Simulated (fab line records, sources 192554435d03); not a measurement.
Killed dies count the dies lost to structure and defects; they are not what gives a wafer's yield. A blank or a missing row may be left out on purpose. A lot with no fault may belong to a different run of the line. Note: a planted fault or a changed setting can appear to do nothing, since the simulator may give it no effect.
A single fault, viewed from 2 desks || flow n5 finfet || numbers are kept per desk, each desk with only its own; the story behind them comes last

DESK OF THE TOOL OWNER: rie diel-05
The tool's own readings at N5_BEOL_M9_ETCH_76 (etches underlayer in N2/H2, target depth 6.5 nm, time 5.2 s): means of the sampled wafers that have a number, for each lot that ran on this tool. Marked OUT: a lot whose mean sits more than 4 standard deviations from the usual mean, which makes it out of limits; the brackets give that distance.
Columns: A = drypump motor current A at N5_BEOL_M9_ETCH_76, usual 5.90 A; B = etch rf on time s at N5_BEOL_M9_ETCH_76, usual 5.14 s; C = n2 flow sccm at N5_BEOL_M9_ETCH_76, usual 200.0 sccm; D = oes product au at N5_BEOL_M9_ETCH_76, usual 0.68 a.u.; E = rf vpp V at N5_BEOL_M9_ETCH_76, usual 523.9 V; F = showerhead plenum p Torr at N5_BEOL_M9_ETCH_76, usual 2.55 Torr; G = throttle valve pct at N5_BEOL_M9_ETCH_76, usual 17.93 %
{"lot": "L727", "first seen here": "day 9 20:40", "A": 5.80, "B": 5.01, "C": 200.7, "D": 0.68, "E": 522.4, "F": 2.52, "G": 17.99}
{"lot": "L726", "first seen here": "day 10 01:12", "A": 5.77, "B": 5.06, "C": 200.2, "D": 0.68, "E": 522.7, "F": 2.52, "G": 18.00}
{"lot": "L733", "first seen here": "day 11 13:46", "A": 5.83, "B": "6.61 (+9.8) OUT", "C": 200.3, "D": 0.54, "E": 525.5, "F": 2.56, "G": 18.01}
{"lot": "L735", "first seen here": "day 11 17:52", "A": 5.91, "B": "6.49 (+9.0) OUT", "C": 200.4, "D": 0.61, "E": 524.3, "F": 2.54, "G": 17.82}
{"lot": "L736", "first seen here": "day 12 20:01", "A": 5.81, "B": "6.25 (+7.4) OUT", "C": 199.4, "D": 0.57, "E": 523.2, "F": 2.54, "G": 18.14}
{"lot": "L749", "first seen here": "day 15 09:11", "A": 5.61, "B": 5.12, "C": 200.0, "D": 0.65, "E": 522.9, "F": 2.48, "G": 18.13}
This desk's verdict: out of limits on L733, L735, L736, starting with L733 at day 11 13:46 (etch rf on time s at N5_BEOL_M9_ETCH_76). Within limits: L727, L726, L749.

THE DEFECT DESK
Inspection counts along the route, by lot: the mean over sampled wafers that carry a number. Marked OUT: a lot whose mean sits more than 4 standard deviations from the usual mean, which makes it out of limits; the brackets give that distance.
Columns: A = raw defect count at N5_BEOL_M9_INSPECT_13, usual 397
{"lot": "L727", "first seen here": "day 9 19:23", "A": 434}
{"lot": "L726", "first seen here": "day 9 23:46", "A": 375}
{"lot": "L733", "first seen here": "day 11 12:35", "A": 302}
{"lot": "L735", "first seen here": "day 11 16:01", "A": 298}
{"lot": "L736", "first seen here": "day 12 18:34", "A": 336}
{"lot": "L739", "first seen here": "day 12 23:28", "A": 357}
{"lot": "L743", "first seen here": "day 14 08:09", "A": 470}
{"lot": "L746", "first seen here": "day 14 15:33", "A": 458}
{"lot": "L744", "first seen here": "day 14 20:35", "A": 419}
{"lot": "L747", "first seen here": "day 14 23:45", "A": 355}
{"lot": "L749", "first seen here": "day 15 06:26", "A": 485}
This desk's verdict: no lot among the 11 shows anything out of limits.

BROUGHT TOGETHER
An alarm could have come from the tool owner's desk at day 11 13:46, on L733, L735, L736.
Nothing out of limits was seen by the defect desk.
The defect desk has L733, L735, L736 on record, within its limits.
N5_BEOL_M9_ETCH_76 was run on rie diel-05 by each of the lots named.

WHAT THE SIMULATOR HAD INSERTED
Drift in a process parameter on rie diel-05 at N5_BEOL_M9_ETCH_76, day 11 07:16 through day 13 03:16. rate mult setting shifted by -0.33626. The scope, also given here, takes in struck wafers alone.
Lots struck among those shown: L733, L735, L736.
Delay in hours, fault start to first out-of-limits reading, by desk: the tool owner's desk at 6.
